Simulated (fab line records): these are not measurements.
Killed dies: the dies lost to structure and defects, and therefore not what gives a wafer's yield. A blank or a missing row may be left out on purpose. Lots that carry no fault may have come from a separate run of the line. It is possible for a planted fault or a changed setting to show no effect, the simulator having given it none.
fab line records	flow nand_harc
[record] lots = 5	wafers = 15	last_day = 23
route steps=1159 shown P_STI@99 P_GATE@110 A_BLC@977 END@1159
lots with no fault: from the same line, run without faults
start_h: hours from the record's first day to the start of the lot's first wafer shown	wait_h: time in hours since the lot's previous step	" unchanged from the row above	L1.1+2: a row that stands for several wafers	- either no value or no given start	* or withheld: withheld	< > ~ a bound
route shown NAME@n: a module of which the file shows steps, and the number in the route of the first	usual: mean and standard deviation over wafers with no fault	same: alike in all rows	chamber/n: place in a boat	sites: the reading at each site	_std_site: the standard deviation of these	_edge_site: inner sites' mean taken away from outer sites' mean	radius_mm: how far each site lies from the wafer's centre	mask NAME#n: copy n	behind: tool/chamber where the wafer was last shaped	hold: cause of the lot's hold/its duration in hours/its outcome	device: which transistor (n, p or np) failed to switch	end of line: at the end of the route, the tests of the same wafers	a step given without rows: its recipe and nothing more	killed: the dies lost at the first sort to structure and to defects; this is not the yield of the wafer	map: dies across one wafer; x = killed, . = not, _ = none there
set.NAME: the setting as run; set.NAME@STEP: as run at that earlier step	model.NAME: the simulator's own value behind a step, which no gauge read
lots at selected steps of the route; one table per step, one row per wafer
services: a tool's chamber out of use, with start hour (start_h, from the record's first day; less than 0 if before it), hours out, and reason
[[steps]]
[step NHARC_P_STI_ANNEAL_34]
[recipe] temp_c = 1000	time_s = 1800
[step NHARC_P_STI_CMP_21]
[recipe] t_overpolish_s = 20	target_thk_nm = 380.67
[usual] motor_current_A = 11.7/1.1	overpolish_run_s = 20.001/0.0087
lot.wafer	tool	chamber	start_h	wait_h	motor_current_A	overpolish_run_s
L173.1	cmp-04	0	66.39	0.4	14.3	20.013
L173.3	"	1	"	"	11.0	19.990
L173.2	"	2	"	"	12.4	20.001
L178.1	cmp-02	0	98.09	0.4	11.3	20.007
L178.4	"	1	"	"	11.9	19.995
L178.5	"	3	"	"	11.2	19.995
L179.3	cmp-01	3	106.30	0.4	12.5	20.008
L179.2	"	0	"	"	12.2	20.008
L179.5	"	0	"	"	11.8	20.004
L187.2	cmp-02	1	147.51	0.4	11.2	19.998
L187.4	"	3	"	"	11.5	19.979
L187.5	"	0	"	"	11.4	19.999
L190.1	cmp-02	1	169.80	0.4	11.5	19.988
L190.5	"	3	"	"	11.2	20.007
L190.6	"	0	"	"	11.2	20.002
[step NHARC_P_STI_SRD_35]
[step NHARC_P_STI_ETCH_36]
[recipe] target_depth_a = 388	chemistry = dHF	material = SiO2
[step NHARC_P_STI_STRIP_24]
[recipe] temp_c = 160	chemistry = H3PO4	material = Si3N4
[step NHARC_P_STI_ETCH_37]
[recipe] target_depth_a = 110	chemistry = dHF	material = SiO2
[step NHARC_P_STI_PRECLEAN_38]
[recipe] time_s = *	temp_c = 50	bath_age_min = 0	chemistry = SC1
[step NHARC_P_STI_SRD_39]
[step NHARC_P_STI_OXIDE_40]
[recipe] target_thk_a = 100	temp_c = 900	ox_time_s = 1362	material = SiO2
[step NHARC_P_STI_INSPECT_25]
[usual] raw_defect_count = 212/68
lot.wafer	tool	chamber	start_h	wait_h	raw_defect_count
L173.1	defect_inspect-02	-	78.20	0.4	167
L173.2	"	-	"	"	343
L173.3	"	-	"	"	139
L178.1	defect_inspect-02	-	108.73	0.4	254
L178.4	"	-	"	"	246
L178.5	"	-	"	"	260
L179.2	defect_inspect-02	-	116.25	0.4	183
L179.3	"	-	"	"	164
L179.5	"	-	"	"	202
L187.2	defect_inspect-02	-	159.31	0.4	165
L187.4	"	-	"	"	126
L187.5	"	-	"	"	152
L190.1	defect_inspect-01	-	180.52	0.4	153
L190.5	"	-	"	"	233
L190.6	"	-	"	"	182
[step NHARC_P_GATE_ETCH_69]
[recipe] target_depth_a = 140	chemistry = dHF	material = SiO2
[step NHARC_P_GATE_PRECLEAN_70]
[recipe] time_s = *	temp_c = 50	bath_age_min = 0	chemistry = SC1
lot.wafer	tool	chamber	start_h	wait_h
L173.1+3+2	wet_bench-09	3,4,5	78.35	0.0
L178.4+5+1	wet_bench-03	4,5,0	108.90	0.1
L179.3+5+2	wet_bench-04	7,1,3	116.40	0.1
L187.5+2+4	wet_bench-03	0,1,2	159.45	0.1
L190.6+5+1	wet_bench-04	6,0,2	180.67	0.1
[step NHARC_P_GATE_SRD_01]
[step NHARC_P_GATE_OXIDE_02]
[recipe] target_thk_a = 375	temp_c = 950	p_h2o_torr = 720	ox_time_s = 365	material = SiO2
[step NHARC_P_GATE_DEHYDRATE_03]
[recipe] temp_c = 150	time_s = 120
[step NHARC_P_GATE_HMDS_04]
[recipe] time_s = 30
[step NHARC_P_GATE_COAT_05]
[recipe] spin_rpm = 4690
[step NHARC_P_GATE_SOFTBAKE_06]
[recipe] temp_c = 122	time_s = 95
[step NHARC_P_GATE_EBR_07]
[step NHARC_P_GATE_EXPOSE_08]
[recipe] na = 0.6	dose_mj = 16.75	mask_id = P_HV
[step NHARC_P_GATE_PEB_09]
[recipe] peb_temp_c = 118	peb_time_s = 85
[step NHARC_P_GATE_DEVELOP_10]
[recipe] time_s = 70
[step NHARC_P_GATE_CD_MEAS_11]
[recipe] target_cd_nm = 1640	landing_energy_ev = 500
[usual] cd_nm = 1639.7/2.2
[same] landing_energy_ev = 500
lot.wafer	tool	chamber	start_h	wait_h	cd_nm
L173.1	cd_sem-02	0	86.51	-	1642.1
L173.2	"	0	"	"	1640.8
L173.3	"	0	"	"	1643.0
L178.1	cd_sem-03	0	118.44	-	1639.8
L178.4	"	0	"	"	1641.1
L178.5	"	0	"	"	1638.2
L179.2	cd_sem-03	0	124.27	-	1642.8
L179.3	"	0	"	"	1640.0
L179.5	"	0	"	"	1637.5
L187.2	cd_sem-01	0	167.58	-	1640.7
L187.4	"	0	"	"	1638.1
L187.5	"	0	"	"	1643.0
L190.1	cd_sem-02	0	188.84	-	1639.4
L190.5	"	0	"	"	1641.5
L190.6	"	0	"	"	1641.4
[step NHARC_P_GATE_HARDBAKE_12]
[recipe] temp_c = 125	time_s = 80
[step NHARC_P_GATE_DESCUM_13]
[recipe] time_s = 3	o2_flow_sccm = 200	ar_flow_sccm = 0	bias_power_w = 0	chemistry = O2
[usual] drypump_motor_current_A = 5.6/0.56	oes_product_au = 1.008/0.013	rf_vpp_V = 57.8/0.86	showerhead_plenum_p_Torr = 1.92/0.067	throttle_valve_pct = 11.311/0.0092
lot.wafer	tool	chamber	start_h	wait_h	drypump_motor_current_A	oes_product_au	rf_hours_counter_h	rf_vpp_V	showerhead_plenum_p_Torr	throttle_valve_pct
L173.2	rie_diel-04	1	86.67	-	5.0	0.987	22	57.4	1.92	11.305
L173.3	"	2	"	"	5.8	1.015	23	57.5	1.98	11.317
L173.1	"	0	"	"	5.9	0.993	23	57.7	1.90	11.324
L178.4	rie_diel-05	2	118.60	-	6.3	1.010	36	57.2	1.98	11.299
L178.1	"	0	"	"	6.3	1.012	48	57.2	1.90	11.327
L178.5	"	3	"	"	6.3	1.026	-	58.2	1.89	11.315
L179.2	rie_diel-07	2	124.44	-	6.6	1.014	22	57.6	1.90	11.316
L179.3	"	3	"	"	5.1	1.007	21	58.7	1.95	11.303
L179.5	"	3	"	"	5.1	1.007	-	59.1	1.95	11.306
L187.4	rie_diel-04	2	167.77	-	5.8	1.022	13	58.6	1.98	11.315
L187.2	"	3	"	"	5.5	1.000	12	56.5	2.02	11.317
L187.5	"	0	"	"	5.9	1.023	-	56.9	1.90	11.303
L190.1	rie_diel-07	2	189.02	-	6.6	1.025	43	58.3	1.90	11.304
L190.5	"	0	"	"	5.1	1.012	-	56.5	1.76	11.299
L190.6	"	1	"	"	4.9	1.014	-	58.7	1.96	11.298
[step NHARC_P_GATE_ETCH_14]
[recipe] target_depth_a = 488	chemistry = dHF	material = SiO2
[step NHARC_P_GATE_STRIP_15]
[recipe] time_s = 780	temp_c = 130	chemistry = SPM
[step NHARC_P_GATE_PRECLEAN_71]
[recipe] time_s = *	temp_c = 50	bath_age_min = 0	chemistry = SC1
[step NHARC_P_GATE_SRD_72]
[step NHARC_P_GATE_OXIDE_16]
[recipe] target_thk_a = 30	temp_c = 875	ox_time_s = 392	material = SiO2
[step NHARC_P_GATE_CVD_17]
[recipe] target_thk_a = 1500	temp_c = 620	time_s = 900	material = poly-Si
[step NHARC_P_GATE_HM_DEP_102]
[recipe] target_thk_a = 1200	temp_c = 400	material = aC
[usual] throttle_valve_pct = 35.001/0.0099
lot.wafer	tool	chamber	start_h	wait_h	throttle_valve_pct
L173.1	acl_dep-02	0	99.93	1.3	35.022
L173.2	"	0	"	"	35.008
L173.3	"	0	"	"	34.983
L178.1	acl_dep-03	0	131.69	0.9	35.009
L178.4	"	0	"	"	35.007
L178.5	"	0	"	"	34.994
L179.2	acl_dep-03	0	137.55	0.5	35.001
L179.3	"	0	"	"	35.017
L179.5	"	0	"	"	34.989
L187.2	acl_dep-03	0	183.21	3.6	35.008
L187.4	"	0	"	"	35.018
L187.5	"	0	"	"	34.987
L190.1	acl_dep-03	0	201.03	0.4	34.983
L190.5	"	0	"	"	35.011
L190.6	"	0	"	"	35.025
[step NHARC_P_GATE_DEP_103]
[recipe] target_thk_a = 300	target_thk_nm = 30	temp_c = 400	flow_sccm = 200	rf_w = 350	material = SiON
[usual] heater_power_w = 779/120
lot.wafer	tool	chamber	start_h	wait_h	heater_power_w
L173.2	pecvd-03	1	100.58	0.4	787
L173.3	"	2	"	"	643
L173.1	"	0	"	"	759
L178.1	pecvd-04	1	132.39	0.6	815
L178.4	"	0	"	"	963
L178.5	"	2	"	"	659
L179.2	pecvd-04	0	138.10	0.4	1000
L179.3	"	1	"	"	749
L179.5	"	1	"	"	769
L187.2	pecvd-02	2	183.83	0.5	771
L187.4	"	1	"	"	967
L187.5	"	2	"	"	800
L190.1	pecvd-02	2	201.67	0.5	769
L190.6	"	0	"	"	678
L190.5	"	1	"	"	992
[step NHARC_P_GATE_DEHYDRATE_18]
[recipe] temp_c = 150	time_s = 120
[step NHARC_P_GATE_HMDS_19]
[recipe] time_s = 30
[step NHARC_P_GATE_COAT_20]
[recipe] spin_rpm = 1500	resist_thk_nm = 90
[step NHARC_P_GATE_SOFTBAKE_21]
[recipe] temp_c = 105	time_s = 55
[step NHARC_P_GATE_EBR_22]
[step NHARC_P_GATE_EXPOSE_23]
[recipe] na = 1.35	target_cd_nm = 120	dose_mj = 93.91	mask_id = P_GATE
[step NHARC_P_GATE_PEB_24]
[recipe] peb_temp_c = 100	peb_time_s = 65
[step NHARC_P_GATE_DEVELOP_25]
[recipe] develop_time_s = 35	dev_temp_c = 23
[step NHARC_A_BLC_DESCUM_15]
[recipe] time_s = 3	o2_flow_sccm = 200	ar_flow_sccm = 0	bias_power_w = 0	chemistry = O2
[usual] drypump_motor_current_A = 5.6/0.6	oes_product_au = 0.997/0.012	rf_vpp_V = 57.8/0.92	showerhead_plenum_p_Torr = 1.92/0.083	throttle_valve_pct = 11.312/0.0092
lot.wafer	tool	chamber	start_h	wait_h	drypump_motor_current_A	oes_product_au	rf_hours_counter_h	rf_vpp_V	showerhead_plenum_p_Torr	throttle_valve_pct	model.A_BLC.cd_nm
L173.1	rie_diel-11	3	400.91	0.1	5.8	1.017	3	58.0	1.99	11.304	100.1
L173.3	"	0	"	"	6.3	0.986	1	59.3	1.98	11.322	100.1
L173.2	"	1	"	"	5.3	1.007	3	57.7	1.85	11.315	99.01
L179.2	rie_diel-01	1	431.51	0.1	5.5	0.987	13	57.2	1.87	11.305	99.18
L179.3	"	3	"	"	6.8	0.984	11	58.6	1.82	11.315	100.5
L179.5	"	0	"	"	5.1	0.996	-	57.1	1.79	11.321	99.57
L178.1	rie_diel-01	3	444.24	0.1	6.8	0.979	12	57.4	1.82	11.320	100.7
L178.4	"	0	"	"	5.1	0.984	14	57.8	1.78	11.309	100.4
L178.5	"	3	"	"	6.8	0.980	-	57.8	1.82	11.313	101.6
L187.2	rie_diel-11	1	497.13	0.1	5.3	1.015	11	57.4	1.85	11.298	93.85
L187.5	"	1	"	"	5.3	1.005	-	58.5	1.85	11.314	94.49
L187.4	"	3	"	"	5.8	1.002	-	57.5	1.99	11.316	95.29
L190.1	rie_diel-13	2	505.04	0.1	5.9	0.992	16	58.6	2.03	11.311	100.9
L190.6	"	0	"	"	6.3	1.005	-	58.7	2.05	11.306	100.8
L190.5	"	1	"	"	5.9	1.014	-	56.6	1.78	11.307	100.2
[step NHARC_A_BLC_ETCH_18]
[recipe] target_depth_a = 9100	c4f8_flow_sccm = 20	o2_flow_sccm = 10	ar_flow_sccm = withheld	rf_w = 600	bias_w = 1500	chemistry = C4F8/O2/Ar
[usual] oes_product_au = 0.951/0.023	rf_vpp_V = 978/5.9
lot.wafer	tool	chamber	start_h	wait_h	oes_product_au	rf_hours_counter_h	rf_vpp_V	model.A_BLC.cd_nm
L173.2	rie_diel-11	3	-	-	0.955	3	984	101.5
L173.3	"	0	"	"	0.930	2	983	98.68
L173.1	"	1	"	"	0.938	3	974	102.5
L179.2	rie_diel-01	0	-	-	0.945	12	969	95.5
L179.3	"	1	"	"	0.940	13	977	104.8
L179.5	"	0	"	"	0.960	-	969	101
L178.1	rie_diel-01	2	-	-	0.918	13	983	100.7
L178.4	"	0	"	"	0.925	14	968	98.96
L178.5	"	2	"	"	0.929	-	982	99.69
L187.2	rie_diel-11	1	-	-	0.940	11	974	94.06
L187.4	"	1	"	"	0.930	-	975	94.62
L187.5	"	3	"	"	0.923	-	985	97.28
L190.1	rie_diel-13	1	-	-	0.949	15	969	103.5
L190.5	"	0	"	"	0.937	-	988	99.83
L190.6	"	1	"	"	0.958	-	969	103.2
[step NHARC_END_SORT_01]
[recipe] temp_c = 25
[usual] killed_at_array = 28/10	killed_at_other = 0.6/1.1	killed_at_periphery = 3.6/2.6	killed_dies = 32/10	killed_open = 3.3/1.8	killed_short = 1.9/1.4
[same] gross_dies = 677
lot.wafer	tool	chamber	start_h	wait_h	killed_at_array	killed_at_other	killed_at_periphery	killed_dies	killed_open	killed_short
L190.1	prober-01	0	555.04	2.5	51	4	6	61	3	2
L190.5	prober-01	0	558.26	3.7	46	0	2	48	1	1
L190.6	prober-01	0	559.07	4.0	45	1	1	47	2	0
// killed by level:class
L190.1 A_CHANNEL_HOLE_D1:chamber_film_flake=21 A_SLIT:chamber_film_flake=15 A_STAIRCASE:chamber_film_flake=6 A_CONTACT:chamber_film_flake=5 THIN_TSV:chamber_film_flake=4 P_GATE:chamber_film_flake=2 P_CONTACT:chamber_film_flake=2 P_GATE:geometric_particle:open=1
L190.5 A_CHANNEL_HOLE_D1:chamber_film_flake=18 A_SLIT:chamber_film_flake=16 A_STAIRCASE:chamber_film_flake=8 P_M0:chamber_film_flake=2 A_CONTACT:chamber_film_flake=2 A_CHANNEL_FILL_D1:geometric_particle:short=1 A_WL_FILL:geometric_particle:open=1
L190.6 A_CHANNEL_HOLE_D1:chamber_film_flake=21 A_SLIT:chamber_film_flake=18 A_STAIRCASE:chamber_film_flake=2 A_CONTACT:chamber_film_flake=2 A_ONON_D1:geometric_particle:open=1 A_CONTACT:geometric_particle:open=1 P_GATE:chamber_film_flake=1 THIN_TSV:chamber_film_flake=1
[[services]]
tool	chamber	start_h	hours	kind
acl_dep-03	-	43.15	13.0	pm
rie_diel-11	3	83.12	6.4	repair
cmp-02	-	129.49	4.0	pm
rie_diel-11	0	136.91	9.5	repair
rie_diel-01	-	137.81	9.0	pm
rie_diel-11	1	142.10	6.2	repair
cmp-02	-	155.45	0.8	repair
cmp-02	-	177.20	1.7	repair
rie_diel-11	-	189.50	9.0	pm
cmp-02	-	206.83	2.4	repair
acl_dep-03	-	224.62	13.0	pm
cmp-02	-	225.55	4.3	repair
cmp-02	-	229.89	4.0	pm
rie_diel-01	0	242.21	10.2	repair
rie_diel-11	1	245.05	1.3	repair
rie_diel-11	2	301.84	5.4	repair
rie_diel-01	-	314.85	9.0	pm
cmp-02	-	327.89	4.0	pm
cmp-02	-	347.95	1.6	repair
rie_diel-11	-	366.50	9.0	pm
rie_diel-11	0	383.97	8.5	repair
acl_dep-03	-	405.62	13.0	pm
rie_diel-11	2	488.15	10.6	repair
rie_diel-01	-	491.85	9.0	pm
[[key]]
first_sign none at tools or gauges
[model_effect] step = NHARC_A_BLC_DESCUM_15	value = A_BLC.cd_nm	without = 99.29	struck = 94.54
[model_effect] step = NHARC_A_BLC_ETCH_18	value = A_BLC.cd_nm	without = 100.1	struck = 95.32
met_at NHARC_P_GATE_PRECLEAN_70
struck_wafers L187.2,L187.4,L187.5
tester_left_out L187
[loop_trim] step = NHARC_A_BLC_EXPOSE_07	setting = dose	lots = L187
onset_between 108.90 159.45
also_fits NHARC_P_GATE_DESCUM_13:rie_diel-04
[fault] kind = metallic_contamination_source	tool = wet_bench-03	chamber = -	onset_h = 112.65	steps = NHARC_P_GATE_PRECLEAN_70	rate_cm2_per_visit = 3.0159e+11	species = metal_fe_cm2
// tester_left_out: of these lots the tester's yield and bins aren't shown, on N5 and GAA mostly nor the transistor test; their killed dies are dies lost to structure and defects alone, not to doping, threshold or leakage, so they don't give the yield
// loop_trim: a control loop set the setting to another value than it would have without faults
